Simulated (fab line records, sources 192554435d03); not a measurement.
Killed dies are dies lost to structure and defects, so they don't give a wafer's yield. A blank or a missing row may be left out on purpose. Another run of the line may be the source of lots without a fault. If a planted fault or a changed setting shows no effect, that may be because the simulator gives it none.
fab line records / flow n5_finfet
[record] lots = 7 wafers = 21 last_day = 18
route steps=1938 shown WELL_APT@52 PMOS_HMC_CHANNEL_EPI@57
lots that met no fault: from a run of the same line without faults
start_h: hours from the record's first day to the start of the lot's first wafer shown / wait_h: time in hours since the lot's previous step / " repeats the value in the row above / L1.1+2: a row that stands for several wafers / - value missing, or start not given / * or withheld: withheld / < > ~ a bound
route shown NAME@n: names a module that has steps shown in the file, with the first one's number in the route / usual: the fault-free wafers' mean and standard deviation / same: alike in all rows / chamber/n: place in a boat / sites: readings site by site / _std_site: how widely they spread, as a standard deviation / _edge_site: mean of outer sites minus mean of inner sites / radius_mm: how far each site lies from the wafer's centre / mask NAME#n: copy n / behind: tool/chamber where the wafer was last shaped / hold: why the lot was held/for how many hours/how that ended / device: transistor that didn't switch, given as n, p or np / end of line: tests of these same wafers at the route's end / a step without rows: its recipe alone / killed: the dies lost at the first sort to structure and to defects; this is not the yield of the wafer / map: a wafer's dies, marking killed ones x, the rest . and places with no die _
set.NAME: setting as actually run; set.NAME@STEP: the setting as run at that earlier step / model.NAME: the simulator's own value behind a step, which no gauge read
a table for each step, a row for each wafer; lots at some steps of the route
services: a tool's chamber out of use, with start hour (start_h, from the record's first day; less than 0 if before it), hours out, and reason
[[steps]]
[step N5_WELL_APT_PRECLEAN_36]
[recipe] chemistry = O3/DIW time_s = 45 temp_c = 22 o3_ppm = 10
[step N5_WELL_APT_PRECLEAN_39]
[recipe] chemistry = dHF time_s = 60 dilution = 150:1 temp_c = 25
[step N5_WELL_APT_SRD_37]
[recipe] dry = ipa_marangoni do_ppb = 5 time_s = 30 temp_c = 23 rinse_liquid = diw
[step N5_WELL_APT_EPI_41]
[recipe] material = Si target_thk_a = 500 temp_c = 650 precursor = SiH4/H2 pressure_torr = 20 time_s = 297.7
[usual] throttle_valve_pct = 11.4/0.37
[same] time_s = 297.7
lot.wafer=L788.2 tool=epi_rpcvd-04 chamber=0 start_h=34.78 wait_h=0.2 throttle_valve_pct=11.5
lot.wafer=L788.4 tool=epi_rpcvd-04 chamber=0 start_h=34.78 wait_h=0.2 throttle_valve_pct=11.0
lot.wafer=L788.6 tool=epi_rpcvd-04 chamber=0 start_h=34.78 wait_h=0.2 throttle_valve_pct=11.1
lot.wafer=L793.1 tool=epi_rpcvd-04 chamber=0 start_h=64.48 wait_h=0.0 throttle_valve_pct=11.2
lot.wafer=L793.3 tool=epi_rpcvd-04 chamber=0 start_h=64.48 wait_h=0.0 throttle_valve_pct=11.0
lot.wafer=L793.5 tool=epi_rpcvd-04 chamber=0 start_h=64.48 wait_h=0.0 throttle_valve_pct=10.9
lot.wafer=L798.1 tool=epi_rpcvd-01 chamber=0 start_h=94.36 wait_h=0.0 throttle_valve_pct=11.4
lot.wafer=L798.3 tool=epi_rpcvd-01 chamber=0 start_h=94.36 wait_h=0.0 throttle_valve_pct=11.5
lot.wafer=L798.5 tool=epi_rpcvd-01 chamber=0 start_h=94.36 wait_h=0.0 throttle_valve_pct=11.1
lot.wafer=L799.1 tool=epi_rpcvd-04 chamber=0 start_h=100.02 wait_h=0.0 throttle_valve_pct=11.1
lot.wafer=L799.4 tool=epi_rpcvd-04 chamber=0 start_h=100.02 wait_h=0.0 throttle_valve_pct=11.1
lot.wafer=L799.6 tool=epi_rpcvd-04 chamber=0 start_h=100.02 wait_h=0.0 throttle_valve_pct=11.0
lot.wafer=L800.1 tool=epi_rpcvd-04 chamber=0 start_h=106.30 wait_h=0.0 throttle_valve_pct=10.7
lot.wafer=L800.3 tool=epi_rpcvd-04 chamber=0 start_h=106.30 wait_h=0.0 throttle_valve_pct=11.1
lot.wafer=L800.5 tool=epi_rpcvd-04 chamber=0 start_h=106.30 wait_h=0.0 throttle_valve_pct=11.2
lot.wafer=L804.1 tool=epi_rpcvd-02 chamber=0 start_h=130.32 wait_h=0.0 throttle_valve_pct=12.0
lot.wafer=L804.2 tool=epi_rpcvd-02 chamber=0 start_h=130.32 wait_h=0.0 throttle_valve_pct=12.1
lot.wafer=L804.6 tool=epi_rpcvd-02 chamber=0 start_h=130.32 wait_h=0.0 throttle_valve_pct=11.7
lot.wafer=L807.4 tool=epi_rpcvd-02 chamber=0 start_h=148.65 wait_h=0.3 throttle_valve_pct=11.8
lot.wafer=L807.5 tool=epi_rpcvd-02 chamber=0 start_h=148.65 wait_h=0.3 throttle_valve_pct=12.0
lot.wafer=L807.6 tool=epi_rpcvd-02 chamber=0 start_h=148.65 wait_h=0.3 throttle_valve_pct=11.8
[step N5_WELL_APT_INSPECT_38]
[recipe] inspect_instrument = darkfield mode = post_epi
[usual] raw_defect_count = 13/5.2
lot.wafer=L788.2 tool=defect_inspect-02 chamber=- start_h=35.72 wait_h=0.8 raw_defect_count=16
lot.wafer=L788.4 tool=defect_inspect-02 chamber=- start_h=35.72 wait_h=0.8 raw_defect_count=14
lot.wafer=L788.6 tool=defect_inspect-02 chamber=- start_h=35.72 wait_h=0.8 raw_defect_count=12
lot.wafer=L793.1 tool=defect_inspect-02 chamber=- start_h=65.32 wait_h=0.7 raw_defect_count=8
lot.wafer=L793.3 tool=defect_inspect-02 chamber=- start_h=65.32 wait_h=0.7 raw_defect_count=10
lot.wafer=L793.5 tool=defect_inspect-02 chamber=- start_h=65.32 wait_h=0.7 raw_defect_count=6
lot.wafer=L798.1 tool=defect_inspect-01 chamber=- start_h=94.99 wait_h=0.5 raw_defect_count=8
lot.wafer=L798.3 tool=defect_inspect-01 chamber=- start_h=94.99 wait_h=0.5 raw_defect_count=11
lot.wafer=L798.5 tool=defect_inspect-01 chamber=- start_h=94.99 wait_h=0.5 raw_defect_count=17
lot.wafer=L799.1 tool=defect_inspect-02 chamber=- start_h=100.87 wait_h=0.7 raw_defect_count=8
lot.wafer=L799.4 tool=defect_inspect-02 chamber=- start_h=100.87 wait_h=0.7 raw_defect_count=21
lot.wafer=L799.6 tool=defect_inspect-02 chamber=- start_h=100.87 wait_h=0.7 raw_defect_count=6
lot.wafer=L800.1 tool=defect_inspect-01 chamber=- start_h=107.13 wait_h=0.7 raw_defect_count=13
lot.wafer=L800.3 tool=defect_inspect-01 chamber=- start_h=107.13 wait_h=0.7 raw_defect_count=19
lot.wafer=L800.5 tool=defect_inspect-01 chamber=- start_h=107.13 wait_h=0.7 raw_defect_count=11
lot.wafer=L804.1 tool=defect_inspect-01 chamber=- start_h=131.16 wait_h=0.7 raw_defect_count=16
lot.wafer=L804.2 tool=defect_inspect-01 chamber=- start_h=131.16 wait_h=0.7 raw_defect_count=14
lot.wafer=L804.6 tool=defect_inspect-01 chamber=- start_h=131.16 wait_h=0.7 raw_defect_count=15
lot.wafer=L807.4 tool=defect_inspect-02 chamber=- start_h=148.98 wait_h=0.2 raw_defect_count=8
lot.wafer=L807.5 tool=defect_inspect-02 chamber=- start_h=148.98 wait_h=0.2 raw_defect_count=20
lot.wafer=L807.6 tool=defect_inspect-02 chamber=- start_h=148.98 wait_h=0.2 raw_defect_count=12
[step N5_PMOS_HMC_CHANNEL_EPI_HM_DEP_34]
[recipe] material = SiO2 target_thk_a = 360 temp_c = 400 precursor = TEOS/O2 pressure_torr = 6.5 rf_w = 900 teos_flow_sccm = 161.4 gas = O2 flow_sccm = 2650 time_s = 6.9
[usual] heater_power_w = 613/96 showerhead_plenum_p_Torr = 8.33/0.041 throttle_valve_pct = 18.2/0.94
[same] time_s = 6.9
lot.wafer=L788.2 tool=pecvd-03 chamber=1 start_h=35.75 wait_h=0.0 heater_power_w=576 showerhead_plenum_p_Torr=8.29 since_wet_clean_h=1646 throttle_valve_pct=18.7
lot.wafer=L788.4 tool=pecvd-03 chamber=0 start_h=35.75 wait_h=0.0 heater_power_w=808 showerhead_plenum_p_Torr=8.29 since_wet_clean_h=- throttle_valve_pct=18.9
lot.wafer=L788.6 tool=pecvd-03 chamber=2 start_h=35.75 wait_h=0.0 heater_power_w=729 showerhead_plenum_p_Torr=8.38 since_wet_clean_h=- throttle_valve_pct=17.3
lot.wafer=L793.1 tool=pecvd-04 chamber=1 start_h=65.36 wait_h=0.0 heater_power_w=674 showerhead_plenum_p_Torr=8.38 since_wet_clean_h=1494 throttle_valve_pct=18.0
lot.wafer=L793.3 tool=pecvd-04 chamber=2 start_h=65.36 wait_h=0.0 heater_power_w=442 showerhead_plenum_p_Torr=8.35 since_wet_clean_h=15 throttle_valve_pct=17.3
lot.wafer=L793.5 tool=pecvd-04 chamber=1 start_h=65.36 wait_h=0.0 heater_power_w=678 showerhead_plenum_p_Torr=8.39 since_wet_clean_h=- throttle_valve_pct=17.8
lot.wafer=L798.1 tool=pecvd-03 chamber=0 start_h=95.03 wait_h=0.0 heater_power_w=724 showerhead_plenum_p_Torr=8.27 since_wet_clean_h=980 throttle_valve_pct=18.9
lot.wafer=L798.3 tool=pecvd-03 chamber=1 start_h=95.03 wait_h=0.0 heater_power_w=470 showerhead_plenum_p_Torr=8.29 since_wet_clean_h=1705 throttle_valve_pct=18.7
lot.wafer=L798.5 tool=pecvd-03 chamber=0 start_h=95.03 wait_h=0.0 heater_power_w=729 showerhead_plenum_p_Torr=8.30 since_wet_clean_h=- throttle_valve_pct=18.6
lot.wafer=L799.1 tool=pecvd-04 chamber=1 start_h=100.91 wait_h=0.0 heater_power_w=602 showerhead_plenum_p_Torr=8.37 since_wet_clean_h=1530 throttle_valve_pct=18.1
lot.wafer=L799.4 tool=pecvd-04 chamber=1 start_h=100.91 wait_h=0.0 heater_power_w=592 showerhead_plenum_p_Torr=8.36 since_wet_clean_h=- throttle_valve_pct=17.9
lot.wafer=L799.6 tool=pecvd-04 chamber=2 start_h=100.91 wait_h=0.0 heater_power_w=470 showerhead_plenum_p_Torr=8.35 since_wet_clean_h=- throttle_valve_pct=17.5
lot.wafer=L800.1 tool=pecvd-01 chamber=2 start_h=107.17 wait_h=0.0 heater_power_w=529 showerhead_plenum_p_Torr=8.34 since_wet_clean_h=2080 throttle_valve_pct=18.9
lot.wafer=L800.3 tool=pecvd-01 chamber=1 start_h=107.17 wait_h=0.0 heater_power_w=497 showerhead_plenum_p_Torr=8.32 since_wet_clean_h=1355 throttle_valve_pct=19.7
lot.wafer=L800.5 tool=pecvd-01 chamber=2 start_h=107.17 wait_h=0.0 heater_power_w=543 showerhead_plenum_p_Torr=8.36 since_wet_clean_h=- throttle_valve_pct=18.9
lot.wafer=L804.1 tool=pecvd-03 chamber=2 start_h=131.19 wait_h=0.0 heater_power_w=730 showerhead_plenum_p_Torr=8.38 since_wet_clean_h=262 throttle_valve_pct=17.7
lot.wafer=L804.2 tool=pecvd-03 chamber=0 start_h=131.19 wait_h=0.0 heater_power_w=781 showerhead_plenum_p_Torr=8.28 since_wet_clean_h=1016 throttle_valve_pct=19.1
lot.wafer=L804.6 tool=pecvd-03 chamber=0 start_h=131.19 wait_h=0.0 heater_power_w=769 showerhead_plenum_p_Torr=8.30 since_wet_clean_h=- throttle_valve_pct=18.7
lot.wafer=L807.4 tool=pecvd-01 chamber=0 start_h=149.03 wait_h=0.0 heater_power_w=673 showerhead_plenum_p_Torr=8.34 since_wet_clean_h=- throttle_valve_pct=17.7
lot.wafer=L807.5 tool=pecvd-01 chamber=2 start_h=149.03 wait_h=0.0 heater_power_w=440 showerhead_plenum_p_Torr=8.35 since_wet_clean_h=- throttle_valve_pct=19.0
lot.wafer=L807.6 tool=pecvd-01 chamber=1 start_h=149.03 wait_h=0.0 heater_power_w=587 showerhead_plenum_p_Torr=8.31 since_wet_clean_h=- throttle_valve_pct=20.0
[step N5_PMOS_HMC_CHANNEL_EPI_COAT_31]
[recipe] resist = BARC temp_c = 205 time_s = 60 spin_rpm = 1500 resist_thk_nm = 66
[step N5_PMOS_HMC_CHANNEL_EPI_COAT_03]
[recipe] resist = CAR-ArF-block spin_rpm = 1500 resist_thk_nm = 205
[step N5_PMOS_HMC_CHANNEL_EPI_EBR_05]
[recipe] solvent = PGMEA ebr_width_mm = 1.5
[step N5_PMOS_HMC_CHANNEL_EPI_SOFTBAKE_04]
[recipe] temp_c = 110 time_s = 60 resist = CAR-ArF-block
[step N5_PMOS_HMC_CHANNEL_EPI_EXPOSE_06]
[recipe] mask_id = PMOS_HMC_BLK na = 1.35 source_shape = conventional sigma_outer = 0.8 polarization = unpolarized target_cd_nm = 240 dose_mj = 41
[step N5_PMOS_HMC_CHANNEL_EPI_PEB_07]
[recipe] peb_temp_c = 110 peb_time_s = 60 resist = CAR-ArF-block
[step N5_PMOS_HMC_CHANNEL_EPI_DEVELOP_08]
[recipe] develop_time_s = 30 developer = TMAH resist = CAR-ArF-block dev_temp_c = 23 rinse_liquid = diw dry = air_spin
[usual] chill_plate_temp_C = 22.98/0.11 develop_time_s = 30/0 exhaust_pa = 44.8/0.98
lot.wafer=L788.2 tool=litho_track-01 chamber=0 start_h=35.98 wait_h=- chill_plate_temp_C=22.98 develop_time_s=30 exhaust_pa=44.5 model.CAR-ArF-block_of_PMOS_HMC_CHANNEL_EPI_COAT_03.thk_nm=202.8
lot.wafer=L788.4 tool=litho_track-01 chamber=0 start_h=35.98 wait_h=- chill_plate_temp_C=22.89 develop_time_s=30 exhaust_pa=44.5 model.CAR-ArF-block_of_PMOS_HMC_CHANNEL_EPI_COAT_03.thk_nm=203.6
lot.wafer=L788.6 tool=litho_track-01 chamber=0 start_h=35.98 wait_h=- chill_plate_temp_C=23.09 develop_time_s=30 exhaust_pa=44.2 model.CAR-ArF-block_of_PMOS_HMC_CHANNEL_EPI_COAT_03.thk_nm=203
lot.wafer=L793.1 tool=litho_track-01 chamber=0 start_h=65.58 wait_h=- chill_plate_temp_C=22.94 develop_time_s=30 exhaust_pa=44.3 model.CAR-ArF-block_of_PMOS_HMC_CHANNEL_EPI_COAT_03.thk_nm=203.3
lot.wafer=L793.3 tool=litho_track-01 chamber=0 start_h=65.58 wait_h=- chill_plate_temp_C=23.18 develop_time_s=30 exhaust_pa=44.3 model.CAR-ArF-block_of_PMOS_HMC_CHANNEL_EPI_COAT_03.thk_nm=203.4
lot.wafer=L793.5 tool=litho_track-01 chamber=0 start_h=65.58 wait_h=- chill_plate_temp_C=23.05 develop_time_s=30 exhaust_pa=43.6 model.CAR-ArF-block_of_PMOS_HMC_CHANNEL_EPI_COAT_03.thk_nm=203.3
lot.wafer=L798.1 tool=litho_track-01 chamber=- start_h=95.38 wait_h=- chill_plate_temp_C=- develop_time_s=- exhaust_pa=- model.CAR-ArF-block_of_PMOS_HMC_CHANNEL_EPI_COAT_03.thk_nm=204.8
lot.wafer=L798.3 tool=litho_track-01 chamber=- start_h=95.38 wait_h=- chill_plate_temp_C=- develop_time_s=- exhaust_pa=- model.CAR-ArF-block_of_PMOS_HMC_CHANNEL_EPI_COAT_03.thk_nm=205.2
lot.wafer=L798.5 tool=litho_track-01 chamber=- start_h=95.38 wait_h=- chill_plate_temp_C=- develop_time_s=- exhaust_pa=- model.CAR-ArF-block_of_PMOS_HMC_CHANNEL_EPI_COAT_03.thk_nm=205.4
lot.wafer=L799.1 tool=litho_track-01 chamber=- start_h=101.13 wait_h=- chill_plate_temp_C=- develop_time_s=- exhaust_pa=- model.CAR-ArF-block_of_PMOS_HMC_CHANNEL_EPI_COAT_03.thk_nm=205.4
lot.wafer=L799.4 tool=litho_track-01 chamber=- start_h=101.13 wait_h=- chill_plate_temp_C=- develop_time_s=- exhaust_pa=- model.CAR-ArF-block_of_PMOS_HMC_CHANNEL_EPI_COAT_03.thk_nm=204.9
lot.wafer=L799.6 tool=litho_track-01 chamber=- start_h=101.13 wait_h=- chill_plate_temp_C=- develop_time_s=- exhaust_pa=- model.CAR-ArF-block_of_PMOS_HMC_CHANNEL_EPI_COAT_03.thk_nm=204.6
lot.wafer=L800.1 tool=litho_track-02 chamber=- start_h=107.51 wait_h=- chill_plate_temp_C=- develop_time_s=- exhaust_pa=- model.CAR-ArF-block_of_PMOS_HMC_CHANNEL_EPI_COAT_03.thk_nm=203.8
lot.wafer=L800.3 tool=litho_track-02 chamber=- start_h=107.51 wait_h=- chill_plate_temp_C=- develop_time_s=- exhaust_pa=- model.CAR-ArF-block_of_PMOS_HMC_CHANNEL_EPI_COAT_03.thk_nm=203.9
lot.wafer=L800.5 tool=litho_track-02 chamber=- start_h=107.51 wait_h=- chill_plate_temp_C=- develop_time_s=- exhaust_pa=- model.CAR-ArF-block_of_PMOS_HMC_CHANNEL_EPI_COAT_03.thk_nm=203.9
lot.wafer=L804.1 tool=litho_track-01 chamber=0 start_h=131.55 wait_h=- chill_plate_temp_C=23.08 develop_time_s=30 exhaust_pa=44.5 model.CAR-ArF-block_of_PMOS_HMC_CHANNEL_EPI_COAT_03.thk_nm=203.4
lot.wafer=L804.2 tool=litho_track-01 chamber=0 start_h=131.55 wait_h=- chill_plate_temp_C=23.24 develop_time_s=30 exhaust_pa=45.6 model.CAR-ArF-block_of_PMOS_HMC_CHANNEL_EPI_COAT_03.thk_nm=202.8
lot.wafer=L804.6 tool=litho_track-01 chamber=0 start_h=131.55 wait_h=- chill_plate_temp_C=23.06 develop_time_s=30 exhaust_pa=44.7 model.CAR-ArF-block_of_PMOS_HMC_CHANNEL_EPI_COAT_03.thk_nm=203
lot.wafer=L807.4 tool=litho_track-02 chamber=0 start_h=149.37 wait_h=- chill_plate_temp_C=23.02 develop_time_s=30 exhaust_pa=43.5 model.CAR-ArF-block_of_PMOS_HMC_CHANNEL_EPI_COAT_03.thk_nm=202.9
lot.wafer=L807.5 tool=litho_track-02 chamber=0 start_h=149.37 wait_h=- chill_plate_temp_C=23.05 develop_time_s=30 exhaust_pa=43.6 model.CAR-ArF-block_of_PMOS_HMC_CHANNEL_EPI_COAT_03.thk_nm=202.5
lot.wafer=L807.6 tool=litho_track-02 chamber=0 start_h=149.37 wait_h=- chill_plate_temp_C=23.13 develop_time_s=30 exhaust_pa=42.3 model.CAR-ArF-block_of_PMOS_HMC_CHANNEL_EPI_COAT_03.thk_nm=202.8
[step N5_PMOS_HMC_CHANNEL_EPI_CD_MEAS_09]
[recipe] target_cd_nm = 237.4 landing_energy_ev = 500 detector = se_inlens
[usual] cd_nm = 237.4/1
lot.wafer=L788.2 tool=cd_sem-03 chamber=0 start_h=36.04 wait_h=- cd_nm=237.2
lot.wafer=L788.4 tool=cd_sem-03 chamber=0 start_h=36.04 wait_h=- cd_nm=235.1
lot.wafer=L788.6 tool=cd_sem-03 chamber=0 start_h=36.04 wait_h=- cd_nm=236.2
lot.wafer=L793.1 tool=cd_sem-01 chamber=0 start_h=65.63 wait_h=- cd_nm=237.1
lot.wafer=L793.3 tool=cd_sem-01 chamber=0 start_h=65.63 wait_h=- cd_nm=236.8
lot.wafer=L793.5 tool=cd_sem-01 chamber=0 start_h=65.63 wait_h=- cd_nm=237.9
lot.wafer=L798.1 tool=cd_sem-03 chamber=0 start_h=95.44 wait_h=- cd_nm=-
lot.wafer=L798.3 tool=cd_sem-03 chamber=0 start_h=95.44 wait_h=- cd_nm=-
lot.wafer=L798.5 tool=cd_sem-03 chamber=0 start_h=95.44 wait_h=- cd_nm=-
lot.wafer=L799.1 tool=cd_sem-02 chamber=0 start_h=101.19 wait_h=- cd_nm=-
lot.wafer=L799.4 tool=cd_sem-02 chamber=0 start_h=101.19 wait_h=- cd_nm=-
lot.wafer=L799.6 tool=cd_sem-02 chamber=0 start_h=101.19 wait_h=- cd_nm=-
lot.wafer=L800.1 tool=cd_sem-01 chamber=0 start_h=107.57 wait_h=- cd_nm=-
lot.wafer=L800.3 tool=cd_sem-01 chamber=0 start_h=107.57 wait_h=- cd_nm=-
lot.wafer=L800.5 tool=cd_sem-01 chamber=0 start_h=107.57 wait_h=- cd_nm=-
lot.wafer=L804.1 tool=cd_sem-03 chamber=0 start_h=131.61 wait_h=- cd_nm=237.5
lot.wafer=L804.2 tool=cd_sem-03 chamber=0 start_h=131.61 wait_h=- cd_nm=237.9
lot.wafer=L804.6 tool=cd_sem-03 chamber=0 start_h=131.61 wait_h=- cd_nm=238.3
lot.wafer=L807.4 tool=cd_sem-01 chamber=0 start_h=149.43 wait_h=- cd_nm=238.0
lot.wafer=L807.5 tool=cd_sem-01 chamber=0 start_h=149.43 wait_h=- cd_nm=237.4
lot.wafer=L807.6 tool=cd_sem-01 chamber=0 start_h=149.43 wait_h=- cd_nm=238.3
[[services]]
tool=pecvd-04 chamber=2 start_h=21.12 hours=- kind=clean
tool=pecvd-04 chamber=2 start_h=21.12 hours=- kind=consumable_replace:showerhead
tool=pecvd-04 chamber=2 start_h=21.12 hours=29.0 kind=scheduled_down
tool=pecvd-04 chamber=2 start_h=21.12 hours=29.0 kind=vent_cycle
tool=pecvd-03 chamber=- start_h=32.50 hours=1.1 kind=repair
tool=pecvd-01 chamber=2 start_h=38.30 hours=15.3 kind=repair
tool=pecvd-01 chamber=0 start_h=40.09 hours=5.5 kind=scheduled_down
tool=pecvd-03 chamber=- start_h=43.01 hours=0.8 kind=repair
tool=pecvd-03 chamber=1 start_h=63.29 hours=16.5 kind=scheduled_down
tool=epi_rpcvd-04 chamber=- start_h=65.28 hours=0.5 kind=pm
tool=epi_rpcvd-01 chamber=- start_h=67.95 hours=8.1 kind=pm
tool=pecvd-04 chamber=0 start_h=75.24 hours=- kind=calibration
tool=epi_rpcvd-01 chamber=- start_h=77.84 hours=0.6 kind=repair
tool=pecvd-04 chamber=0 start_h=89.36 hours=5.5 kind=scheduled_down
tool=pecvd-03 chamber=1 start_h=100.30 hours=5.0 kind=scheduled_down
tool=epi_rpcvd-02 chamber=- start_h=113.99 hours=1.2 kind=repair
tool=epi_rpcvd-01 chamber=- start_h=118.65 hours=2.8 kind=pm
tool=pecvd-03 chamber=1 start_h=126.16 hours=5.5 kind=scheduled_down
tool=pecvd-04 chamber=0 start_h=136.78 hours=13.9 kind=repair
[[key]]
[first_sign] step = N5_PMOS_HMC_CHANNEL_EPI_DEVELOP_08 reading = tool_record direction = missing
effect none on later readings
[model_effect] step = N5_PMOS_HMC_CHANNEL_EPI_DEVELOP_08 value = CAR-ArF-block_of_PMOS_HMC_CHANNEL_EPI_COAT_03.thk_nm without = 202.9 struck = 204.7
met_at N5_PMOS_HMC_CHANNEL_EPI_DEVELOP_08
struck_wafers L798.1,L798.3,L798.5,L799.1,L799.4,L799.6,L800.1,L800.3,L800.5
later_rows_left_out L798.1,L798.3,L798.5,L799.1,L799.4,L799.6,L800.1,L800.3,L800.5
sort_left_out L798.1,L798.3,L798.5,L799.1,L799.4,L799.6,L800.1,L800.3,L800.5
onset_between 65.58 95.38
[fault] kind = skipped_step_whole tool = litho_track-01,litho_track-02 chamber = - onset_h = 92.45 steps = N5_PMOS_HMC_CHANNEL_EPI_DEVELOP_08 scope = struck_lots_only
// sort_left_out: the simulated sort isn't trusted on such a fault, so these wafers' sort isn't shown, and their yield isn't known
// later_rows_left_out: the simulator's readings of these wafers behind a module that went badly wrong aren't trusted and aren't shown, but for the sort
